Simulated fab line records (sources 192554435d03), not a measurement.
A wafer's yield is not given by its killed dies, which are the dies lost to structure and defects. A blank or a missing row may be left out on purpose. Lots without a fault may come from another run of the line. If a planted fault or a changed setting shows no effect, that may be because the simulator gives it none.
Tool commonality check :: flow n5Finfet :: Lots sampled 9, wafers sampled 27

WHY IT WAS OPENED
Flagged at N5_BEOL_M4_CD_MEAS_11: reading cdNm, on 2 of 9 lots. Wafers without a fault read 16.77 nm, standard deviation 0.25.
Rule: flag the lot when none of its wafers has a number, or when each of its wafers that has one lies beyond 4 standard deviations from that mean. The other lots count as sound.

lot: L153
measured: day 7 09:02
on: cdSem-03
cdNm (nm), wafer by wafer: 16.96 16.67 16.84
flag: 

lot: L156
measured: day 8 20:31
on: cdSem-02
cdNm (nm), wafer by wafer: 16.89 16.91 16.95
flag: 

lot: L158
measured: day 9 02:55
on: cdSem-03
cdNm (nm), wafer by wafer: 16.64 16.31 16.25
flag: 

lot: L162
measured: day 9 08:56
on: cdSem-03
cdNm (nm), wafer by wafer: 17.10 17.03 16.90
flag: 

lot: L161
measured: day 9 09:12
on: cdSem-02
cdNm (nm), wafer by wafer: 16.77 16.43 16.55
flag: 

lot: L169
measured: day 11 15:09
on: cdSem-03
cdNm (nm), wafer by wafer: 15.15 15.55 15.10
flag: FLAGGED

lot: L172
measured: day 12 16:20
on: cdSem-03
cdNm (nm), wafer by wafer: 15.03 15.32 15.37
flag: FLAGGED

lot: L173
measured: day 13 07:38
on: cdSem-03
cdNm (nm), wafer by wafer: 16.94 17.32 17.17
flag: 

lot: L176
measured: day 13 11:23
on: cdSem-01
cdNm (nm), wafer by wafer: 16.60 16.54 16.59
flag: 
Average over the flagged lots: 15.25 nm; offset from the usual -1.52 nm, equal to -6 standard deviations.

TOOL THAT RAN EACH LOT
Before the reading, the record contains 4 process steps out of a 1938-step route. Every cell lists first the tool, next ch and the chambers used by the sampled wafers, and last the start.
lot: L153
flag: 
N5_BEOL_M3_SPUTTER_94: pvdSputter-02, day 7 06:18
N5_BEOL_M3_ANNEAL_95: pvdSputter-02, day 7 06:23
N5_BEOL_M3_CMP_52: cmp-01 ch 0,1,2, day 7 07:04
N5_BEOL_M4_EXPOSE_08: euvScanner-01 ch 0, day 7 08:54

lot: L156
flag: 
N5_BEOL_M3_SPUTTER_94: pvdSputter-01, day 8 17:59
N5_BEOL_M3_ANNEAL_95: pvdSputter-01, day 8 18:04
N5_BEOL_M3_CMP_52: cmp-02 ch 0,2,3, day 8 18:44
N5_BEOL_M4_EXPOSE_08: euvScanner-02 ch 0, day 8 20:23

lot: L158
flag: 
N5_BEOL_M3_SPUTTER_94: pvdSputter-03, day 9 00:50
N5_BEOL_M3_ANNEAL_95: pvdSputter-03, day 9 00:55
N5_BEOL_M3_CMP_52: cmp-02 ch 0,1,3, day 9 01:32
N5_BEOL_M4_EXPOSE_08: euvScanner-02 ch 0, day 9 02:47

lot: L162
flag: 
N5_BEOL_M3_SPUTTER_94: pvdSputter-01, day 9 06:33
N5_BEOL_M3_ANNEAL_95: pvdSputter-01, day 9 06:38
N5_BEOL_M3_CMP_52: cmp-02 ch 0,2,3, day 9 07:20
N5_BEOL_M4_EXPOSE_08: euvScanner-02 ch 0, day 9 08:49

lot: L161
flag: 
N5_BEOL_M3_SPUTTER_94: pvdSputter-03, day 9 06:42
N5_BEOL_M3_ANNEAL_95: pvdSputter-03, day 9 06:47
N5_BEOL_M3_CMP_52: cmp-02 ch 0,2, day 9 07:46
N5_BEOL_M4_EXPOSE_08: euvScanner-01 ch 0, day 9 09:05

lot: L169
flag: FLAGGED
N5_BEOL_M3_SPUTTER_94: pvdSputter-03, day 11 13:13
N5_BEOL_M3_ANNEAL_95: pvdSputter-03, day 11 13:18
N5_BEOL_M3_CMP_52: cmp-01 ch 1,2,3, day 11 14:01
N5_BEOL_M4_EXPOSE_08: euvScanner-02 ch 0, day 11 15:01

lot: L172
flag: FLAGGED
N5_BEOL_M3_SPUTTER_94: pvdSputter-03, day 12 13:58
N5_BEOL_M3_ANNEAL_95: pvdSputter-03, day 12 14:03
N5_BEOL_M3_CMP_52: cmp-02 ch 0,1,2, day 12 14:43
N5_BEOL_M4_EXPOSE_08: euvScanner-02 ch 0, day 12 16:12

lot: L173
flag: 
N5_BEOL_M3_SPUTTER_94: pvdSputter-03, day 13 05:11
N5_BEOL_M3_ANNEAL_95: pvdSputter-03, day 13 05:16
N5_BEOL_M3_CMP_52: cmp-02 ch 0,2,3, day 13 05:54
N5_BEOL_M4_EXPOSE_08: euvScanner-01 ch 0, day 13 07:29

lot: L176
flag: 
N5_BEOL_M3_SPUTTER_94: pvdSputter-03, day 13 08:45
N5_BEOL_M3_ANNEAL_95: pvdSputter-03, day 13 08:50
N5_BEOL_M3_CMP_52: cmp-01 ch 2,3, day 13 09:35
N5_BEOL_M4_EXPOSE_08: euvScanner-01 ch 0, day 13 11:15
What these steps do:
- N5_BEOL_M3_SPUTTER_94: material Cu, target thk 4.5 nm, time 8.29 s.
- N5_BEOL_M3_ANNEAL_95: time 240 s.
- N5_BEOL_M3_CMP_52: polishes, stops on SiOC, t overpolish 6.8 s, target thk 40 nm.
- N5_BEOL_M4_EXPOSE_08: exposes mask M4.
- N5_BEOL_M4_CD_MEAS_11: target cd 16.79 nm.

FLAGGED AGAINST TOTAL, ONE TOOL AT A TIME (gauges that did the reading follow at the end)
step: N5_BEOL_M3_SPUTTER_94
tool: pvdSputter-01
lots run: 2
flagged: 0
share of the flagged lots: none
sound lots run after its first flagged lot: -

step: N5_BEOL_M3_SPUTTER_94
tool: pvdSputter-02
lots run: 1
flagged: 0
share of the flagged lots: none
sound lots run after its first flagged lot: -

step: N5_BEOL_M3_SPUTTER_94
tool: pvdSputter-03
lots run: 6
flagged: 2
share of the flagged lots: all
sound lots run after its first flagged lot: 2 (L173,L176)

step: N5_BEOL_M3_ANNEAL_95
tool: pvdSputter-01
lots run: 2
flagged: 0
share of the flagged lots: none
sound lots run after its first flagged lot: -

step: N5_BEOL_M3_ANNEAL_95
tool: pvdSputter-02
lots run: 1
flagged: 0
share of the flagged lots: none
sound lots run after its first flagged lot: -

step: N5_BEOL_M3_ANNEAL_95
tool: pvdSputter-03
lots run: 6
flagged: 2
share of the flagged lots: all
sound lots run after its first flagged lot: 2 (L173,L176)

step: N5_BEOL_M3_CMP_52
tool: cmp-01
lots run: 3
flagged: 1
share of the flagged lots: some
sound lots run after its first flagged lot: 1 (L176)

step: N5_BEOL_M3_CMP_52
tool: cmp-02
lots run: 6
flagged: 1
share of the flagged lots: some
sound lots run after its first flagged lot: 1 (L173)

step: N5_BEOL_M4_EXPOSE_08
tool: euvScanner-01
lots run: 4
flagged: 0
share of the flagged lots: none
sound lots run after its first flagged lot: -

step: N5_BEOL_M4_EXPOSE_08
tool: euvScanner-02
lots run: 5
flagged: 2
share of the flagged lots: all
sound lots run after its first flagged lot: 0

step: N5_BEOL_M4_CD_MEAS_11
tool: cdSem-01
lots run: 1
flagged: 0
share of the flagged lots: none
sound lots run after its first flagged lot: -

step: N5_BEOL_M4_CD_MEAS_11
tool: cdSem-02
lots run: 2
flagged: 0
share of the flagged lots: none
sound lots run after its first flagged lot: -

step: N5_BEOL_M4_CD_MEAS_11
tool: cdSem-03
lots run: 6
flagged: 2
share of the flagged lots: all
sound lots run after its first flagged lot: 1 (L173)

WHAT THE TABLE PERMITS
4 rows of the table ran every flagged lot: pvdSputter-03 at N5_BEOL_M3_SPUTTER_94, pvdSputter-03 at N5_BEOL_M3_ANNEAL_95, euvScanner-02 at N5_BEOL_M4_EXPOSE_08, cdSem-03 at N5_BEOL_M4_CD_MEAS_11.
- pvdSputter-03 at N5_BEOL_M3_SPUTTER_94 ran 6 lots, 2 of them flagged. Sound lots ran on it after the first flagged one (L173, L176), which a lasting fault on the whole tool wouldn't allow.
- pvdSputter-03 at N5_BEOL_M3_ANNEAL_95 ran 6 lots, 2 of them flagged. Sound lots ran on it after the first flagged one (L173, L176), which a lasting fault on the whole tool wouldn't allow.
- euvScanner-02 at N5_BEOL_M4_EXPOSE_08 ran 5 lots, 2 of them flagged. Last sound lot L162 at day 9 08:49, first flagged lot L169 at day 11 15:01; a fault beginning in between fits. Its own readings lie more than 4 standard deviations out on every wafer of the flagged lots: exposureDoseMJCm2.
- cdSem-03 at N5_BEOL_M4_CD_MEAS_11 ran 6 lots, 2 of them flagged. Sound lots ran on it after the first flagged one (L173), which a lasting fault on the whole tool wouldn't allow.
One tool is left: euvScanner-02 at N5_BEOL_M4_EXPOSE_08.

WHAT HAD BEEN PUT IN BY THE SIMULATOR
Drift in process parameters on euvScanner-02 at N5_BEOL_M4_EXPOSE_08, starting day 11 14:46. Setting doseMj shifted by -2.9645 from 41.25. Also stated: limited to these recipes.
Lots struck among those shown: L169, L172. The same result came from the rule above.
